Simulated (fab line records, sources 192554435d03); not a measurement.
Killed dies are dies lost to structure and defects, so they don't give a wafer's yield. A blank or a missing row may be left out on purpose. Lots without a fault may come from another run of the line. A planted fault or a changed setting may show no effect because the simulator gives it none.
Chamber matching | flow n5_finfet | N5_BEOL_M12_ETCH_67 on rie_diel-03: 4 sister chambers
The step etches SiARC in CF4, target depth 143 nm, time 238.3 s. 18 wafers are shown with their chamber, then 9 later ones without.

WAFERS WITH THEIR CHAMBER
wafer  | chamber | showerhead_plenum_p_Torr (Torr) | throttle_valve_pct (%) | oes_product_au (a.u.)
L075.1 | 2       | 2.05                            | 15.69                  | 0.63
L075.2 | 1       | 2.26                            | 15.23                  | 0.74
L075.6 | 2       | 2.05                            | 15.69                  | 0.64
L078.1 | 3       | 2.24                            | 15.53                  | 0.63
L078.3 | 2       | 2.05                            | 15.72                  | 0.62
L078.5 | 0       | 2.06                            | 15.68                  | 0.62
L077.1 | 2       | 2.05                            | 15.72                  | 0.63
L077.4 | 0       | 2.06                            | 15.69                  | 0.63
L077.5 | 3       | 2.24                            | 15.53                  | 0.64
L086.1 | 3       | 2.23                            | 15.57                  | 0.62
L086.2 | 1       | 2.25                            | 15.27                  | 0.72
L086.4 | 2       | 2.04                            | 15.75                  | 0.62
L087.1 | 0       | 2.05                            | 15.73                  | 0.61
L087.5 | 2       | 2.04                            | 15.77                  | 0.61
L087.6 | 1       | 2.25                            | 15.29                  | 0.71
L093.2 | 3       | 2.23                            | 15.59                  | 0.62
L093.3 | 0       | 2.05                            | 15.74                  | 0.60
L093.5 | 3       | 2.23                            | 15.60                  | 0.63

SIGNATURES (means of the wafers above)
reading                  | chamber 0 | chamber 1 | chamber 2 | chamber 3 | scatter within a chamber
showerhead_plenum_p_Torr | 2.0550    | 2.2533    | 2.0467    | 2.2340    | 0.00548
throttle_valve_pct       | 15.7100   | 15.2633   | 15.7233   | 15.5640   | 0.0315
oes_product_au           | 0.6150    | 0.7233    | 0.6250    | 0.6280    | 0.0113
Rule: a wafer's distance from a chamber is the root of the sum, over the readings, of the square of ((its reading less the chamber's mean) divided by the reading's scatter). The wafer belongs to the nearest chamber; if the next one is less than 2 further off, it can't be placed. The scatter: the root of (the sum of the squares of (reading less its chamber's mean) over the shown wafers, divided by (wafers less chambers)).

WAFERS WITHOUT THEIR CHAMBER
wafer  | showerhead_plenum_p_Torr (Torr) | throttle_valve_pct (%) | oes_product_au (a.u.)
L091.1 | 2.23                            | 15.58                  | 0.63
L091.2 | 2.24                            | 15.31                  | 0.70
L091.4 | 2.05                            | 15.75                  | 0.60
L090.4 | 2.23                            | 15.60                  | 0.62
L090.5 | 2.05                            | 15.75                  | 0.60
L090.6 | 2.24                            | 15.32                  | 0.70
L097.1 | 2.22                            | 15.63                  | 0.61
L097.3 | 2.04                            | 15.78                  | 0.60
L097.5 | 2.24                            | 15.33                  | 0.69

WHICH CHAMBER EACH WENT THROUGH
wafer  | from the rows above     | in truth
L091.1 | 3                       | 3
L091.2 | 1                       | 1
L091.4 | can't be placed: 0 or 2 | 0
L090.4 | 3                       | 3
L090.5 | can't be placed: 0 or 2 | 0
L090.6 | 1                       | 1
L097.1 | 3                       | 3
L097.3 | can't be placed: 2 or 0 | 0
L097.5 | 1                       | 1
Placed correctly: 6 of 9. Can't be placed from these rows: 3 (the true chamber is among the candidates in 3). Placed wrongly: 0.
